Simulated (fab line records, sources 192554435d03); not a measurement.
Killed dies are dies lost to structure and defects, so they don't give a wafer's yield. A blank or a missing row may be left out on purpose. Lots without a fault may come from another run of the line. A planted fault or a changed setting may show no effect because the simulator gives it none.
fab line records | flow n5_finfet
record lots=4 wafers=12 last_day=22
route steps=1938 shown MOL_CONTACT_COAG@608 BEOL_M0_SAQP@632 PASSIVATION@1936
lots that met no fault: from a run of the same line without faults
start_h: hours from the record's first day to the start of the lot's first wafer shown | wait_h: hours since the lot's step before | " the same as in the row above | L1.1+2: a row that stands for several wafers | - no value, or no start given | * or withheld: withheld | < > ~ a bound
route shown NAME@n: a module of which the file shows steps, and the number in the route of the first | usual: mean/standard deviation of fault-free wafers | same: alike in all rows | chamber/n: place in a boat | sites: the reading at each site | _std_site: their standard deviation | _edge_site: outer sites' mean less inner sites' | radius_mm: how far each site lies from the wafer's centre | mask NAME#n: copy n | behind: the tool/chamber that last shaped the wafer | hold: why the lot was held/for how many hours/how that ended | device: the transistor (n, p or np) that didn't switch | end of line: the same wafers' tests at the end of the route | a step without rows: its recipe alone | killed: dies lost to structure and defects at the first sort, not the wafer's yield | map: a wafer's dies, x killed, . not, _ none there
set.NAME: the setting as run; set.NAME@STEP: as run at that earlier step | model.NAME: the simulator's own value behind a step, which no gauge read
lots at some steps of the route; a table a step, a row a wafer
## steps
# step N5_MOL_CONTACT_COAG_ALD_133
# recipe material=SiO2 target_thk_a=50 temp_c=100 ald_precursor_family=BDEAS ald_co_reactant=O2-plasma pulse_time_s=1 co_reactant_pulse_time_s=1 purge_time_s=2 co_reactant_purge_time_s=2 ald_cycles=35 pressure_torr=2
# step N5_MOL_CONTACT_COAG_ETCHBACK_134
# recipe chemistry=CHF3 target=SiO2 target_depth_a=100 time_s=6.7 ion_energy_ev=200 pressure_mtorr=30 source_w=610 bias_w=170 Ar_flow_sccm=200 CHF3_flow_sccm=50
# step N5_MOL_CONTACT_COAG_ETCH_67
# recipe chemistry=N2/H2 target=SOC target_depth_a=600 overetch_a=210 mask_material=SiARC temp_c=40 time_s=101.2 ion_energy_ev=200 pressure_mtorr=30 source_w=840 bias_w=150 n2_flow_sccm=200 h2_flow_sccm=200
# step N5_MOL_CONTACT_COAG_STRIP_68
# recipe chemistry=N2/H2 temp_c=40 n2_flow_sccm=200 h2_flow_sccm=200 rf_frequency_hz=6e+07
# step N5_MOL_CONTACT_COAG_STRIP_69
# recipe chemistry=N2/H2 temp_c=40 n2_flow_sccm=200 h2_flow_sccm=200 rf_frequency_hz=6e+07
# step N5_MOL_CONTACT_COAG_ETCHBACK_136
# recipe chemistry=CHF3 target=SiO2 target_depth_a=250 time_s=16.7 ion_energy_ev=200 pressure_mtorr=30 source_w=610 bias_w=170 Ar_flow_sccm=200 CHF3_flow_sccm=50
# step N5_MOL_CONTACT_COAG_STRIP_120
# recipe chemistry=CHF3 resist=SiARC rf_frequency_hz=6e+07
# step N5_MOL_CONTACT_COAG_VIA_ETCH_117
# recipe chemistry=C4F6/O2 target_depth_a=400 overetch_a=80 mask_material=SOC target=SiO2 bias_w=455 pressure_mtorr=10 time_s=26 source_w=325 Ar_flow_sccm=300 C4F6_flow_sccm=10 O2_flow_sccm=10 ion_energy_ev=575.3 ends=end_point
# step N5_MOL_CONTACT_COAG_ETCH_124
# recipe chemistry=CH3F/O2 target=SiNx target_depth_a=65 mask_material=SOC stop_on=SiOC over_etch_frac=0.3 ion_energy_ev=120 pressure_mtorr=30 source_w=395 bias_w=73 Ar_flow_sccm=150 CH3F_flow_sccm=30 O2_flow_sccm=20 ends=end_point
# step N5_MOL_CONTACT_COAG_ETCH_48
# recipe chemistry=C4F6/O2 target_depth_a=150 overetch_a=45 mask_material=SOC target=SiOC bias_w=465 pressure_mtorr=10 time_s=17 source_w=335 Ar_flow_sccm=300 C4F6_flow_sccm=10 O2_flow_sccm=10 ion_energy_ev=576
# step N5_MOL_CONTACT_COAG_STRIP_72
# recipe chemistry=N2/H2 power_w=450 temp_c=40 pressure_mtorr=20 rf_frequency_hz=6e+07 overash_fraction=3 bias_power_w=7 h2_frac=0.5 n2_flow_sccm=200 h2_flow_sccm=200
# step N5_MOL_CONTACT_COAG_STRIP_49
# recipe chemistry=N2/H2 time_s=30 power_w=1000 temp_c=250 pressure_mtorr=withheld n2_flow_sccm=1750 h2_flow_sccm=3250
# step N5_MOL_CONTACT_COAG_PRECLEAN_138
# recipe chemistry=alkaline_clean temp_c=60 time_s=60 do_ppb=50
# usual bath_guard_temp_C=59.9/0.53
# columns lot.wafer tool chamber start_h wait_h bath_guard_temp_C
L901.2 wet_bench-05 7 118.79 0.1 60.1
L901.3 " 3 " " 60.2
L901.5 " 2 " " 59.7
L910.1 wet_bench-03 5 174.58 0.1 60.0
L910.2 " 6 " " 59.0
L910.4 " 4 " " 60.9
L917.2 wet_bench-03 5 213.40 0.1 60.1
L917.3 " 6 " " 59.0
L917.6 " 3 " " 59.5
L918.2 wet_bench-03 1 218.25 0.1 60.8
L918.3 " 2 " " 59.6
L918.4 " 6 " " 59.3
# step N5_MOL_CONTACT_COAG_SRD_139
# recipe dry=ipa_marangoni time_s=30 temp_c=23 rinse_liquid=diw
# step N5_MOL_CONTACT_COAG_PRE_CLEAN_121
# recipe gas=H2/He time_s=* temp_c=withheld
# step N5_MOL_CONTACT_COAG_CVD_140
# recipe material=W target_thk_a=665 mode=selective_fill temp_c=300 time_s=215
# step N5_MOL_CONTACT_COAG_PRECLEAN_127
# recipe chemistry=DIW time_s=57.5 temp_c=23
# step N5_MOL_CONTACT_COAG_SRD_128
# recipe dry_time_s=32 dry=n2_spin spin_rpm=1500
# step N5_MOL_CONTACT_COAG_CMP_52
# recipe stop_on=SiO2 t_overpolish_s=1.5 post_cmp_clean=w_dilute_nh4oh down_force_psi=4 platen_rpm=50.289 pad_velocity_m_s=1.0006 target_thk_nm=66.5
# step N5_MOL_CONTACT_COAG_ANNEAL_112
# recipe temp_c=400 time_s=1800 ambient=HPD2 pressure_atm=10
# step N5_BEOL_M0_SAQP_PECVD_00
# recipe material=SiCN target_thk_a=80 temp_c=withheld precursor=3MS/NH3 pressure_torr=3 rf_w=202 time_s=14
# step N5_BEOL_M0_SAQP_ILD_DEP_01
# recipe material=SiOC target_thk_a=454.19 temp_c=350 precursor=DEMS/O2 pressure_torr=5 rf_w=500 time_s=8.7
# step N5_BEOL_M0_SAQP_HM_DEP_02
# recipe material=TiN target_thk_a=120 temp_c=25 chamber_pressure_pa=0.49996
# step N5_BEOL_M0_SAQP_PECVD_03
# recipe material=SiCN target_thk_a=120 temp_c=withheld precursor=3MS/NH3 pressure_torr=3 rf_w=202 time_s=21.1
# step N5_BEOL_M0_SAQP_PECVD_96
# recipe material=a-Si target_thk_a=450 temp_c=350 precursor=SiH4/He pressure_torr=3 rf_w=100 time_s=45.2
# step N5_BEOL_M0_SAQP_PECVD_97
# recipe material=SiNx target_thk_a=230 temp_c=350 precursor=SiH4/NH3/N2 pressure_torr=1.5 rf_w=300 time_s=19.9
# step N5_BEOL_M0_SAQP_PECVD_04
# recipe material=a-Si target_thk_a=600 temp_c=350 precursor=SiH4/He pressure_torr=3 rf_w=100 time_s=60.2
# step N5_BEOL_M0_SAQP_HM_DEP_111
# recipe material=SiO2 target_thk_a=120 temp_c=400 precursor=SiH4/N2O pressure_torr=0.75 rf_w=275 time_s=7.2
# step N5_BEOL_M0_SAQP_COAT_81
# recipe resist=SOC temp_c=250 time_s=60 spin_rpm=1500 resist_thk_nm=100
# step N5_BEOL_M0_SAQP_COAT_82
# recipe resist=SiARC temp_c=220 time_s=60 spin_rpm=1500 resist_thk_nm=30
# step N5_BEOL_M0_SAQP_COAT_08
# recipe resist=CAR-ArF spin_rpm=1500 resist_thk_nm=90
# step N5_BEOL_M0_SAQP_EBR_10
# recipe solvent=PGMEA ebr_width_mm=1.5
# step N5_BEOL_M0_SAQP_SOFTBAKE_09
# recipe temp_c=110 time_s=60 resist=CAR-ArF
# step N5_BEOL_M0_SAQP_EXPOSE_11
# recipe mask_id=M0_CORE na=1.35 source_shape=dipole sigma_inner=0.538 sigma_outer=0.738 polarization=te target_cd_nm=42 dose_mj=55
# step N5_BEOL_M0_SAQP_PEB_12
# recipe peb_temp_c=withheld peb_time_s=60 resist=CAR-ArF
# step N5_BEOL_M0_SAQP_DEVELOP_13
# recipe develop_time_s=30 developer=TMAH resist=CAR-ArF dev_temp_c=23 rinse_liquid=diw dry=air_spin
# step N5_PASSIVATION_PROBE_49
# usual defect_limited_yield=91.4/1.2 killed_at_M0_to_M3=34/10 killed_at_M4_up=14/5.1 killed_at_contacts=12/6.4 killed_at_front_end=38/9.3 killed_at_other=4/3 killed_dies=102/15 killed_on_rim=13/3.6 killed_open=67/12 killed_short=33/6.9 sort_bin_5_function=5.0/0.86 sort_bin_6_memory=3.2/0.58 sort_n_pass=1078/15 sort_yield_pct=91.4/1.2
# same gross_dies=1180 killed_at_back_side=0 sort_bin_4_leakage[%]=0 sort_bin_8_speed[%]=0
# columns lot.wafer tool chamber start_h wait_h defect_limited_yield[%] killed_at_M0_to_M3 killed_at_M4_up killed_at_contacts killed_at_front_end killed_at_other killed_dies killed_on_rim killed_open killed_short sort_bin_5_function[%] sort_bin_6_memory[%] sort_n_pass sort_yield_pct[%]
L910.1 prober-01 - 438.46 0.0 91.8 31 9 19 31 7 97 10 62 33 5.3 2.8 1083 91.8
L910.2 prober-01 - 438.51 0.1 91.2 27 15 15 41 6 104 15 64 40 5.2 3.1 1076 91.2
L910.4 prober-01 - 438.61 0.2 90.7 25 20 12 43 10 110 12 61 46 5.5 3.6 1070 90.7
L918.2 prober-01 - 509.00 0.1 83.8 32 4 106 45 4 191 32 74 26 9.7 4.2 989 83.8
L918.3 prober-01 - 509.05 0.1 80.1 24 7 164 35 5 235 17 53 27 13.2 3.4 945 80.1
L918.4 prober-01 - 509.10 0.2 84.6 25 11 96 40 10 182 28 63 34 9.3 3.6 998 84.6
L917.2 prober-01 - 522.31 0.1 81.6 28 15 146 26 2 217 24 48 24 11.6 3.6 963 81.6
L917.3 prober-01 - 522.36 0.1 86.3 36 13 96 16 1 162 27 49 26 7.4 3.0 1018 86.3
L917.6 prober-01 - 522.51 0.3 80.4 34 18 162 17 0 231 21 48 33 12.6 3.5 949 80.4
# killed by level:class
L910.1 MOL_CONTACT_COAG:geometric_particle:open=15 BEOL_M2:geometric_particle:open=11 BEOL_M3:geometric_particle:open=7 FIN_SAQP:geometric_particle:short=6 MOL_CONTACT_COAG:geometric_particle:short=4 BEOL_M1:geometric_particle:open=4 STARTING-WAFER:geometric_particle:short=4 FIN_SAQP:geometric_particle:open=3
L910.2 FIN_SAQP:geometric_particle:open=9 FIN_SAQP:geometric_particle:short=9 MOL_CONTACT_COAG:geometric_particle:open=9 BEOL_M1:geometric_particle:open=9 MOL_CONTACT_COAG:geometric_particle:short=6 STARTING-WAFER:geometric_particle:short=5 GATE_CUT:geometric_particle:short=4 BEOL_M3:geometric_particle:open=4
L910.4 FIN_SAQP:geometric_particle:short=12 MOL_CONTACT_COAG:geometric_particle:open=8 BEOL_M1:geometric_particle:open=8 FIN_SAQP:geometric_particle:open=7 BEOL_M5:geometric_particle:open=5 STARTING-WAFER:geometric_particle:short=5 BEOL_M4:geometric_particle:open=4 MOL_CONTACT_COAG:geometric_particle:short=4
L918.2 MOL_CONTACT_COAG:unspecified=90 STI_FIN_REVEAL:geometric_particle:open=19 MOL_CONTACT_COAG:geometric_particle:open=12 BEOL_M0_SAQP:geometric_particle:open=9 BEOL_M2:geometric_particle:open=9 FIN_SAQP:geometric_particle:short=4 DUMMY_GATE:geometric_particle:open=4 ILD0:geometric_particle:short=4
L918.3 MOL_CONTACT_COAG:unspecified=152 MOL_CONTACT_COAG:geometric_particle:open=10 STI_FIN_REVEAL:geometric_particle:open=9 BEOL_M1:geometric_particle:open=8 BEOL_M2:geometric_particle:open=6 FIN_SAQP:geometric_particle:open=4 FIN_SAQP:geometric_particle:short=4 STI_FIN_REVEAL:geometric_particle:short=4
L918.4 MOL_CONTACT_COAG:unspecified=83 BEOL_M2:geometric_particle:open=11 STI_FIN_REVEAL:geometric_particle:open=10 MOL_CONTACT_COAG:geometric_particle:open=9 STI_FIN_REVEAL:geometric_particle:short=6 DUMMY_GATE:geometric_particle:open=6 GATE_CUT:geometric_particle:short=5 BEOL_M0_SAQP:geometric_particle:short=5
L917.2 MOL_CONTACT_COAG:unspecified=141 BEOL_M0_SAQP:geometric_particle:short=7 GATE_CUT:geometric_particle:short=6 BEOL_M0_SAQP:geometric_particle:open=6 STI_FIN_REVEAL:geometric_particle:open=5 BEOL_M4:geometric_particle:open=5 GATE_CUT:geometric_particle:open=4 MOL_CONTACT_COAG:geometric_particle:open=4
L917.3 MOL_CONTACT_COAG:unspecified=84 BEOL_M2:geometric_particle:open=11 MOL_CONTACT_COAG:geometric_particle:open=9 BEOL_M0_SAQP:geometric_particle:short=8 BEOL_M0_SAQP:geometric_particle:open=5 FIN_SAQP:geometric_particle:open=4 BEOL_M4:geometric_particle:open=4 FIN_SAQP:geometric_particle:short=3
L917.6 MOL_CONTACT_COAG:unspecified=148 MOL_CONTACT_COAG:geometric_particle:open=8 BEOL_M2:geometric_particle:open=8 BEOL_M4:geometric_particle:open=6 MOL_CONTACT_COAG:geometric_particle:short=6 BEOL_M0_SAQP:geometric_particle:open=6 STI_FIN_REVEAL:geometric_particle:short=5 BEOL_M0_SAQP:geometric_particle:short=5
# map L917.6 (x killed, . not)
_________________......x.....________________
______________x.............xx.x_____________
___________....x............xxx.xxx__________
__________.................xxxxxxxxx_________
________.......x...x..x.xxxxxxxxxxxxxx_______
_______..x..........xx..xxxxxxxxxxxxxxx______
______.................xxxxxxxxxxxxxx..._____
_____.........x.x.....x.xxxxxxxxxxxxxxx..____
____.................x.xxxxxxxxxxxxx.xx...___
___............x.....x...xxxxxxxxxxxxxx....__
___.......................xxxxxxxxxxxx.....__
__......x...............x.xxxxxxxxxx........_
__.....x......x.............xxxxxxxxxx......_
_........x...................xxx.xx....x.....
_.......x..x.......x......x.x.x.x.x.x........
_....x.......................x............x..
_.....................x....x........x.x.xx...
_......x....x....x.....xx...............x....
_.....................................x.x....
_...................x........x...x....x......
_..x................x.......x..x.x......x....
__...x........x...x.x.......x.........x.x..._
__x..........x....xx...x..........x........x_
___x...............x.......................__
___.................x.............x........__
____..........x...........................___
_____......x................x........x...____
______...............x......x..........._____
_______................................______
________x.............x..............._______
__________...............x.......x.._________
___________........x...............__________
______________...x.......x......_____________
_________________.x..........________________
# map L918.3 (x killed, . not)
_________________.....x......________________
______________..............x..x_____________
___________...x.x...............x..__________
__________........x................._________
________...x..xx..................xx.._______
_______.x...............x..............______
______.................x....x..........._____
_____.....x.x..................x..x......____
____......................................___
___...............x.......x.....x..........__
___.....x........x.......................x.__
__....x.....................xx..x..........._
__.........................xxx.xx.x......x.._
_.........x..x...........x.xxxxxxxx........x.
_..........x..x.......x..xxxxxxxxxx..x.......
_..............x.......xxxxxxxxxxxxxx........
_.....x................x.xxxxxxxxxxxxx......x
_.........x........x.xxxxxxxxxxxxxxxxx.x.x...
_x...x................xxxxxxxxxxxxxxxx.......
_...................x.xxxxxxxxxxxxxxx.x.x....
_............x...x....xxxxxxxxxxxxxxx.x......
__...x..................xxxxxxxxxxxxx...x..._
__....x..........x......x.xxxxxxxxxx.......x_
___.......x......x........xxxxxxx..........__
___....x.x.................xx.xx....xx..x..__
____............x................x........___
_____..................x.................____
______x.........x..x..x..xx............._____
_______...x...............x............______
________.........x...................x_______
__________...............x......x..x_________
___________........................__________
______________.x.x............x._____________
_________________............________________
## key
first_sign step=N5_PASSIVATION_PROBE_49 reading=killed_at_contacts direction=up sigmas=18 usual=12 struck=128
effect step=N5_PASSIVATION_PROBE_49 reading=killed_dies direction=up sigmas=6.9 usual=102 struck=203
more_kills_born_at N5_MOL_CONTACT_COAG_PRECLEAN_138@wet_bench-03=698
met_at N5_MOL_CONTACT_COAG_PRECLEAN_138
struck_wafers L917.2,L917.3,L917.6,L918.2,L918.3,L918.4
onset_between 174.58 213.40
also_fits time
fault kind=chamber_particle_source tool=wet_bench-03 chamber=- onset_h=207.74 steps=N5_MOL_CONTACT_COAG_PRECLEAN_138 rate_per_visit_cm2=1.5411 end_h=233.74
